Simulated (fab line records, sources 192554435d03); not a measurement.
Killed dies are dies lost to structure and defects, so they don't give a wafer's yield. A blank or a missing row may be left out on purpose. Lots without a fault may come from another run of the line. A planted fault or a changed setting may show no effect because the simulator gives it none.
Which tool did it? | flow n5_finfet | 9 lots, 27 wafers sampled, at 6 steps of a route of 1938

WHAT THE GAUGES READ, wafer by wafer
N5_HKMG_FIN_INSPECT_14: inspects for defects (macro). Usual: raw_defect_count 2.2, standard deviation 1.6.
lot  | measured    | on                | raw_defect_count | flag
L701 | day 4 01:43 | defect_inspect-02 | 2 1 0            |
L706 | day 5 06:46 | defect_inspect-02 | 3 5 5            |
L707 | day 5 15:37 | defect_inspect-01 | 3 3 3            |
L709 | day 6 04:28 | defect_inspect-02 | 1 1 3            |
L710 | day 6 16:20 | defect_inspect-01 | >300 >300 >300   | OFF
L712 | day 7 00:44 | defect_inspect-02 | >300 >300 >300   | OFF
L722 | day 9 09:59 | defect_inspect-02 | 2 5 2            |
L723 | day 9 16:27 | defect_inspect-01 | 0 0 2            |
L724 | day 9 22:42 | defect_inspect-02 | 3 0 4            |

N5_BEOL_M4_RC_MEAS_101. Usual: DIBL_N 36.3 mV/V, standard deviation 1.7; DIBL_P 36.5 mV/V, standard deviation 1.8; IOFF_N 0.16 nA/um, standard deviation 0.033; IOFF_P 0.21 nA/um, standard deviation 0.037; ION_N 675 uA/um, standard deviation 11; ION_P 462 uA/um, standard deviation 7.9; SS_N 71.6 mV/dec, standard deviation 0.64; SS_P 73.3 mV/dec, standard deviation 0.68; VT_N 249 mV, standard deviation 3.3; VT_P -250 mV, standard deviation 3.3.
lot  | measured     | on        | DIBL_N (mV/V)  | DIBL_P (mV/V)  | IOFF_N (nA/um) | IOFF_P (nA/um) | ION_N (uA/um) | ION_P (uA/um) | SS_N (mV/dec)  | SS_P (mV/dec)  | VT_N (mV)   | VT_P (mV)      | flag
L701 | day 7 15:28  | prober-01 | 35.4 35.3 34.9 | 36.0 36.6 36.1 | 0.14 0.15 0.15 | 0.19 0.20 0.19 | 666 684 678   | 457 469 466   | 71.4 71.6 71.6 | 73.2 73.9 73.7 | 253 249 253 | -255 -252 -252 |
L706 | day 8 14:51  | prober-02 | 37.3 33.8 35.5 | 37.5 33.5 36.1 | 0.18 0.12 0.15 | 0.23 0.17 0.21 | 680 677 683   | 470 471 476   | 71.2 70.7 72.1 | 72.8 71.7 72.8 | 247 255 250 | -250 -253 -250 |
L707 | day 9 10:17  | prober-01 | 37.3 36.6 37.0 | 38.4 36.7 37.8 | 0.18 0.17 0.17 | 0.24 0.22 0.24 | 680 688 676   | 466 459 465   | 72.3 71.7 72.3 | 72.8 72.8 73.0 | 247 250 249 | -251 -253 -248 |
L709 | day 9 15:35  | prober-02 | 37.4 35.1 32.3 | 38.4 34.8 33.3 | 0.18 0.14 0.11 | 0.24 0.18 0.16 | 660 658 657   | 460 445 457   | 72.2 71.9 70.5 | 73.5 72.8 72.1 | 251 254 255 | -247 -251 -254 |
L710 | day 10 07:46 | prober-02 | 34.4 36.1 36.9 | 34.8 37.7 38.2 | 0.11 0.14 0.15 | 0.16 0.21 0.20 | 662 653 662   | 448 460 450   | 70.0 70.6 71.1 | 72.8 73.9 73.8 | 253 253 251 | -257 -251 -253 |
L712 | day 10 09:15 | prober-01 | 35.8 35.6 34.2 | 36.3 34.7 33.9 | 0.16 0.15 0.13 | 0.20 0.17 0.17 | 684 666 657   | 464 450 448   | 71.3 71.1 71.1 | 72.9 72.7 72.1 | 249 249 251 | -251 -253 -253 |
L722 | day 13 03:38 | prober-02 | 40.0 38.2 37.6 | 40.9 38.7 37.9 | 0.28 0.23 0.21 | 0.27 0.24 0.22 | 717 695 687   | 475 461 459   | 72.9 73.1 71.7 | 74.6 74.5 73.4 | 241 242 245 | -250 -249 -251 |
L723 | day 13 10:11 | prober-02 | 36.2 37.3 37.5 | 35.1 36.3 37.0 | 0.14 0.16 0.16 | 0.17 0.18 0.20 | 662 677 673   | 447 458 458   | 71.2 72.1 71.5 | 73.8 73.9 74.2 | 253 249 247 | -251 -254 -253 |
L724 | day 13 10:06 | prober-01 | 33.2 36.3 36.8 | 33.6 37.7 38.6 | 0.12 0.18 0.19 | 0.16 0.21 0.22 | 669 678 677   | 452 461 458   | 71.2 71.9 72.1 | 72.4 74.4 74.3 | 252 248 246 | -256 -250 -253 |

WHICH TOOL RAN EACH LOT (tool, then ch and the chambers of the sampled wafers, then the start)
lot  | N5_HKMG_FIN_STRIP_57              | N5_HKMG_FIN_WET_ETCH_76            | N5_HKMG_FIN_CVD_62                      | N5_HKMG_FIN_STRIP_92
L701 | rie_diel-03 ch 1,2,3, day 3 22:37 | wet_bench-05 ch 0,3,5, day 3 23:09 | thermal_cvd_si-02 ch 0,1, day 4 00:04   | rie_diel-03 ch 0,1,2, day 4 02:21
L706 | rie_diel-01 ch 0,2,3, day 5 03:50 | wet_bench-06 ch 0,3,4, day 5 04:22 | thermal_cvd_si-01 ch 0,2, day 5 05:17   | rie_diel-06 ch 0,1,2, day 5 07:15
L707 | rie_diel-06 ch 0,2,3, day 5 12:19 | wet_bench-06 ch 3,5,7, day 5 12:50 | thermal_cvd_si-02 ch 1,2, day 5 13:46   | rie_diel-03 ch 0,1,2, day 5 16:46
L709 | rie_diel-06 ch 0,1,3, day 6 01:24 | wet_bench-05 ch 0,2,3, day 6 01:56 | thermal_cvd_si-02 ch 0,2, day 6 02:51   | rie_diel-06 ch 0,2,3, day 6 04:56
L710 | rie_diel-03 ch 0,1,2, day 6 13:21 | wet_bench-05 ch 2,5,7, day 6 13:53 | thermal_cvd_si-01 ch 0,1,2, day 6 14:48 | rie_diel-06 ch 1,2,3, day 6 16:49
L712 | rie_diel-03 ch 0,1,3, day 6 21:38 | wet_bench-05 ch 0,1,3, day 6 22:10 | thermal_cvd_si-01 ch 1,2, day 6 23:04   | rie_diel-01 ch 0,1,3, day 7 01:22
L722 | rie_diel-01 ch 0,2, day 9 06:55   | wet_bench-05 ch 2,5,6, day 9 07:26 | thermal_cvd_si-01 ch 0,1,2, day 9 08:22 | rie_diel-01 ch 0,3, day 9 10:28
L723 | rie_diel-01 ch 0,1,3, day 9 13:24 | wet_bench-05 ch 0,6,7, day 9 13:56 | thermal_cvd_si-02 ch 1,2, day 9 14:50   | rie_diel-06 ch 0,3, day 9 17:08
L724 | rie_diel-03 ch 0,1,2, day 9 19:38 | wet_bench-05 ch 0,5,6, day 9 20:10 | thermal_cvd_si-01 ch 0,1,2, day 9 21:06 | rie_diel-06 ch 0,2,3, day 9 23:11
- N5_HKMG_FIN_STRIP_57: strips in CF4.
- N5_HKMG_FIN_WET_ETCH_76: etches Al2O3 in dNH4OH, stops on La2O3, target depth 2.25 nm, rinse time 30 s.
- N5_HKMG_FIN_CVD_62: deposits a-Si from Si2H6, target thk 3 nm, time 20.8 s.
- N5_HKMG_FIN_STRIP_92: strips SOC in N2/H2, time 20 s.

WHAT THE TOOLS THEMSELVES READ (means of the sampled wafers that have a number; where no wafer has one, the mark that the record gives instead)
N5_HKMG_FIN_STRIP_57. Usual: drypump_motor_current_A 5.6 A, standard deviation 0.55; oes_product_au 0.79 a.u., standard deviation 0.078; rf_vpp_V 271.3 V, standard deviation 1.6; showerhead_plenum_p_Torr 1.81 Torr, standard deviation 0.066; throttle_valve_pct 13.58 %, standard deviation 0.29.
lot  | tool        | drypump_motor_current_A (A) | oes_product_au (a.u.) | rf_vpp_V (V) | showerhead_plenum_p_Torr (Torr) | throttle_valve_pct (%) | flag
L701 | rie_diel-03 | 5.5                         | 0.75                  | 270.4        | 1.77                            | 13.60                  |
L706 | rie_diel-01 | 5.7                         | 0.81                  | 272.2        | 1.86                            | 13.62                  |
L707 | rie_diel-06 | 5.1                         | 0.79                  | 270.3        | 1.78                            | 13.51                  |
L709 | rie_diel-06 | 5.1                         | 0.79                  | 271.8        | 1.81                            | 13.49                  |
L710 | rie_diel-03 | 5.6                         | 0.74                  | 270.5        | 1.77                            | 13.59                  |
L712 | rie_diel-03 | 5.6                         | 0.83                  | 270.5        | 1.81                            | 13.48                  |
L722 | rie_diel-01 | 5.4                         | 0.74                  | 271.6        | 1.81                            | 13.88                  |
L723 | rie_diel-01 | 5.9                         | 0.82                  | 270.4        | 1.82                            | 13.52                  |
L724 | rie_diel-03 | 5.6                         | 0.72                  | 271.5        | 1.77                            | 13.67                  |

N5_HKMG_FIN_CVD_62. Usual: heater_power_w 1373 W, standard deviation 250.
lot  | tool              | heater_power_w (W) | flag
L701 | thermal_cvd_si-02 | 1216               |
L706 | thermal_cvd_si-01 | 1346               |
L707 | thermal_cvd_si-02 | 1634               |
L709 | thermal_cvd_si-02 | 1440               |
L710 | thermal_cvd_si-01 | 1320               |
L712 | thermal_cvd_si-01 | 1223               |
L722 | thermal_cvd_si-01 | 1298               |
L723 | thermal_cvd_si-02 | 1410               |
L724 | thermal_cvd_si-01 | 1329               |

N5_HKMG_FIN_STRIP_92. Usual: drypump_motor_current_A 5.5 A, standard deviation 0.5; n2_flow_sccm 300.1 sccm, standard deviation 0.95; oes_product_au 0.79 a.u., standard deviation 0.064; rf_vpp_V 54.3 V, standard deviation 0.91; showerhead_plenum_p_Torr 3.37 Torr, standard deviation 0.11; throttle_valve_pct 19.2 %, standard deviation 0.32.
lot  | tool        | drypump_motor_current_A (A) | n2_flow_sccm (sccm) | oes_product_au (a.u.) | rf_vpp_V (V) | showerhead_plenum_p_Torr (Torr) | throttle_valve_pct (%) | flag
L701 | rie_diel-03 | 5.6                         | 300.6               | 0.77                  | 54.0         | 3.32                            | 19.0                   |
L706 | rie_diel-06 | 5.2                         | 300.1               | 0.80                  | 54.9         | 3.38                            | 19.3                   |
L707 | rie_diel-03 | 5.7                         | 300.2               | 0.76                  | 53.8         | 3.32                            | 19.0                   |
L709 | rie_diel-06 | 5.0                         | 300.6               | 0.80                  | 54.1         | 3.35                            | 19.4                   |
L710 | rie_diel-06 | 5.2                         | 300.0               | 0.82                  | 54.4         | 3.31                            | 19.2                   |
L712 | rie_diel-01 | 6.0                         | 300.7               | 0.77                  | 54.0         | 3.39                            | 19.1                   |
L722 | rie_diel-01 | 6.2                         | 299.5               | 0.81                  | 54.0         | 3.47                            | 18.8                   |
L723 | rie_diel-06 | 5.0                         | 300.2               | 0.75                  | 53.5         | 3.40                            | 19.5                   |
L724 | rie_diel-06 | 5.0                         | 300.6               | 0.77                  | 54.6         | 3.33                            | 19.5                   |

THE ANSWER, worked out from the rows above alone
Rule: a lot is off if the mean of its wafers that have a number lies more than 3 standard deviations from the usual mean. A lot without any number at a reading at which 4 lots or more have one is off too. The other lots that the step has rows for count as sound. The gauges are gone through in route order, then the tools' own readings, and for those a lot's mean is taken as printed above. The first step at which some lot is off is used, and at that step the reading that is off furthest; a lot without a number counts as furthest.
Off: L710, L712, at N5_HKMG_FIN_INSPECT_14 (raw_defect_count). Without a number there: L710, L712.
A tool fits if, at a process step before that reading, it ran every lot that is off, and no sound lot after the first of them. The gauges at N5_HKMG_FIN_INSPECT_14 are tried like those tools. None of those tried fits.

WHAT THE SIMULATOR HAD PUT IN
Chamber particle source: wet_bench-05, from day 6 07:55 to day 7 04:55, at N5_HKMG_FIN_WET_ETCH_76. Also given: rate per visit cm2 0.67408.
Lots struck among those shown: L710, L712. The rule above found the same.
